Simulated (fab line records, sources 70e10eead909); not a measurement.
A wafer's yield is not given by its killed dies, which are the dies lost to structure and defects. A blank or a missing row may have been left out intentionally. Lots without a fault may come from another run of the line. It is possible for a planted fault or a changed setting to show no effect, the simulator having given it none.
Matching of chambers :: flow nand-harc :: cmp-01 running NHARC_A_CHANNEL_FILL_D1_CMP_10: 4 sister chambers
The step polishes, target thk 150 nm. 8 wafers are shown with their chamber, then 12 later ones without.

## WAFERS, EACH WITH ITS CHAMBER
wafer: L081.4
chamber: 1
motor-current-A (A): 13.0
time-to-endpoint-s (s): 13.6

wafer: L086.4
chamber: 0
motor-current-A (A): 12.0
time-to-endpoint-s (s): 17.8

wafer: L089.2
chamber: 3
motor-current-A (A): 10.5
time-to-endpoint-s (s): 16.1

wafer: L089.3
chamber: 2
motor-current-A (A): 13.1
time-to-endpoint-s (s): 14.9

wafer: L089.5
chamber: 3
motor-current-A (A): 10.8
time-to-endpoint-s (s): 16.5

wafer: L090.1
chamber: 0
motor-current-A (A): 13.1
time-to-endpoint-s (s): 12.5

wafer: L090.2
chamber: 2
motor-current-A (A): 13.2
time-to-endpoint-s (s): 13.0

wafer: L090.6
chamber: 1
motor-current-A (A): 12.8
time-to-endpoint-s (s): 13.9

## WAFERS WITHOUT THEIR CHAMBER
wafer: L091.2
motor-current-A (A): 13.0
time-to-endpoint-s (s): 13.0

wafer: L091.3
motor-current-A (A): 12.4
time-to-endpoint-s (s): 14.2

wafer: L091.5
motor-current-A (A): 12.8
time-to-endpoint-s (s): 12.8

wafer: L093.4
motor-current-A (A): 12.6
time-to-endpoint-s (s): 14.3

wafer: L093.5
motor-current-A (A): 10.7
time-to-endpoint-s (s): 17.1

wafer: L093.6
motor-current-A (A): 13.0
time-to-endpoint-s (s): 12.9

wafer: L096.2
motor-current-A (A): 12.7
time-to-endpoint-s (s): 16.4

wafer: L096.5
motor-current-A (A): 12.6
time-to-endpoint-s (s): 16.1

wafer: L096.6
motor-current-A (A): 13.1
time-to-endpoint-s (s): 13.6

wafer: L097.1
motor-current-A (A): 12.8
time-to-endpoint-s (s): 11.3

wafer: L097.2
motor-current-A (A): 12.5
time-to-endpoint-s (s): 14.1

wafer: L097.5
motor-current-A (A): 12.2
time-to-endpoint-s (s): 11.8

## WHICH CHAMBER EACH WENT THROUGH
wafer: L091.2
from the rows above: can't be placed: 1 or 2 or 0
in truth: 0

wafer: L091.3
from the rows above: can't be placed: 0 or 1 or 2
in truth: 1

wafer: L091.5
from the rows above: can't be placed: 1 or 2 or 0
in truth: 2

wafer: L093.4
from the rows above: can't be placed: 0 or 1 or 2
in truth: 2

wafer: L093.5
from the rows above: 3
in truth: 3

wafer: L093.6
from the rows above: can't be placed: 1 or 2 or 0
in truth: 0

wafer: L096.2
from the rows above: can't be placed: 0 or 1 or 2
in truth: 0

wafer: L096.5
from the rows above: can't be placed: 0 or 1 or 2
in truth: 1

wafer: L096.6
from the rows above: can't be placed: 2 or 1 or 0
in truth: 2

wafer: L097.1
from the rows above: can't be placed: 1 or 2 or 0
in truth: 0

wafer: L097.2
from the rows above: can't be placed: 0 or 1 or 2
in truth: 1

wafer: L097.5
from the rows above: can't be placed: 0 or 1 or 2
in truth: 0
1 of 12 placed correctly. Can't be placed from these rows: 11 (the true chamber is among the candidates in 11). 0 placed wrongly.
How it was worked out, from the rows above alone: a wafer's distance from a chamber is the root of the sum, over the readings, of the square of ((its reading less the chamber's mean) divided by the reading's scatter). The wafer belongs to the nearest chamber; if the next one is less than 2 further off, it can't be placed. Each chamber's mean is taken over the wafers shown for it. The scatter is the square root of a quotient: the sum, over the shown wafers, of each reading's squared deviation from its chamber's mean, divided by wafers minus chambers.
